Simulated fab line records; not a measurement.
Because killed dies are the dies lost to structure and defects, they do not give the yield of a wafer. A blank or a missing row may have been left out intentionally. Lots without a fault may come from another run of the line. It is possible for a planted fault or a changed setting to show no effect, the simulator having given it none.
Split-lot trial + flow n5Finfet + route with 1938 steps; 7 lots, 21 wafers read

## SPLIT DETAILS
At N5_BEOL_M15_COAT_04 (resist thk 800 nm), the setting spinRpm was moved away from the recipe's 1704 rpm on 5 of the 21 wafers read, by -10.0% to +8.5%. All remaining wafers had this setting at the recipe value.

The split's own step is where the reading is taken.

## THE READING
coat_of_BEOL_M15_COAT_04.thkNm (the simulator's own value, which no gauge read), in nm, at N5_BEOL_M15_COAT_04 (resist thk 800 nm). The file does not state a usual value for it. Here, 16 wafers ran the recipe; their average is 799.9 nm with a standard deviation of 2.2 nm.

| wafer  | tool, chamber at the split | spinRpm as run, rpm | against the recipe | coat_of_BEOL_M15_COAT_04.thkNm, nm | against lot-mates on the recipe |
|--------|----------------------------|---------------------|--------------------|------------------------------------|---------------------------------|
| L074.2 | lithoTrack-04, 0           | 1704                | recipe             | 795.8                              | -                               |
| L074.4 | lithoTrack-04, 0           | 1704                | recipe             | 798                                | -                               |
| L074.6 | lithoTrack-04, 0           | 1786                | +4.8%              | 779.6                              | -17.3                           |
| L075.2 | lithoTrack-02, 0           | 1650                | -3.2%              | 811.4                              | +12.1                           |
| L075.4 | lithoTrack-02, 0           | 1704                | recipe             | 799.4                              | -                               |
| L075.6 | lithoTrack-02, 0           | 1704                | recipe             | 799.2                              | -                               |
| L082.3 | lithoTrack-04, 0           | 1704                | recipe             | 802.2                              | -                               |
| L082.4 | lithoTrack-04, 0           | 1533                | -10.0%             | 844                                | +41.2                           |
| L082.6 | lithoTrack-04, 0           | 1704                | recipe             | 803.4                              | -                               |
| L084.3 | lithoTrack-04, 0           | 1840                | +8.0%              | 768                                | -29.3                           |
| L084.4 | lithoTrack-04, 0           | 1704                | recipe             | 797.8                              | -                               |
| L084.6 | lithoTrack-04, 0           | 1704                | recipe             | 796.8                              | -                               |
| L086.1 | lithoTrack-05, 0           | 1704                | recipe             | 801.2                              | -                               |
| L086.2 | lithoTrack-05, 0           | 1704                | recipe             | 800                                | -                               |
| L086.6 | lithoTrack-05, 0           | 1704                | recipe             | 798.6                              | -                               |
| L095.1 | lithoTrack-05, 0           | 1704                | recipe             | 800.2                              | -                               |
| L095.4 | lithoTrack-05, 0           | 1704                | recipe             | 803.6                              | -                               |
| L095.6 | lithoTrack-05, 0           | 1848                | +8.5%              | 768.2                              | -33.7                           |
| L093.1 | lithoTrack-04, 0           | 1704                | recipe             | 799.6                              | -                               |
| L093.2 | lithoTrack-04, 0           | 1704                | recipe             | 800.2                              | -                               |
| L093.4 | lithoTrack-04, 0           | 1704                | recipe             | 803                                | -                               |

FIT RESULTS
A straight line over all 21 wafers: coat_of_BEOL_M15_COAT_04.thkNm changes by -4.09 nm for each +1% of spinRpm; r = -0.99; the points scatter about the line by 2.3 nm.
The same after taking each lot's own level away (the mean of its wafers on the recipe; 21 wafers): -3.92 nm for each +1%; r = -1.00; scatter 1.2 nm.
On that fit, the largest move of spinRpm shifts the reading by 39 nm.
The lots' own levels span 796.90 to 802.80 nm, that is 2.6 times the standard deviation above.
Consequently the slope shifts little with the lot-to-lot level, the two slopes agreeing.
Check: for one of the wafers moved furthest among these (-10.0%), held out of the fit, the line's prediction against its lot-mates is +38.2 nm. Against them it came out at +41.2 nm.

## FURTHER SPLITS ON THESE WAFERS
Note: prior to the reading, these wafers also went through further splits. Each is held against what the fit with the lots' levels taken away leaves over:
| other split on the same wafers   | wafers away from the commonest value | r with coat_of_BEOL_M15_COAT_04.thkNm (lot level and that fit taken away) |
|----------------------------------|--------------------------------------|---------------------------------------------------------------------------|
| N5_BEOL_M9_COAT_05 spinRpm       | 9                                    | -0.02                                                                     |
| N5_BEOL_M9_ETCH_61 sourceW       | 9                                    | -0.06                                                                     |
| N5_BEOL_M10_TRENCH_ETCH_37 timeS | 6                                    | -0.23                                                                     |
| N5_BEOL_M10_SPUTTER_48 powerW    | 8                                    | +0.02                                                                     |
| N5_BEOL_M11_ETCH_41 timeS        | 4                                    | +0.28                                                                     |
| N5_BEOL_M13_EXPOSE_07 doseMj     | 9                                    | -0.22                                                                     |
| N5_BEOL_M14_COAT_04 spinRpm      | 6                                    | +0.12                                                                     |

## THE FILE'S OWN FIT
coat_of_BEOL_M15_COAT_04.thkNm changes by -3.92 nm for each +1% of spinRpm, r = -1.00.
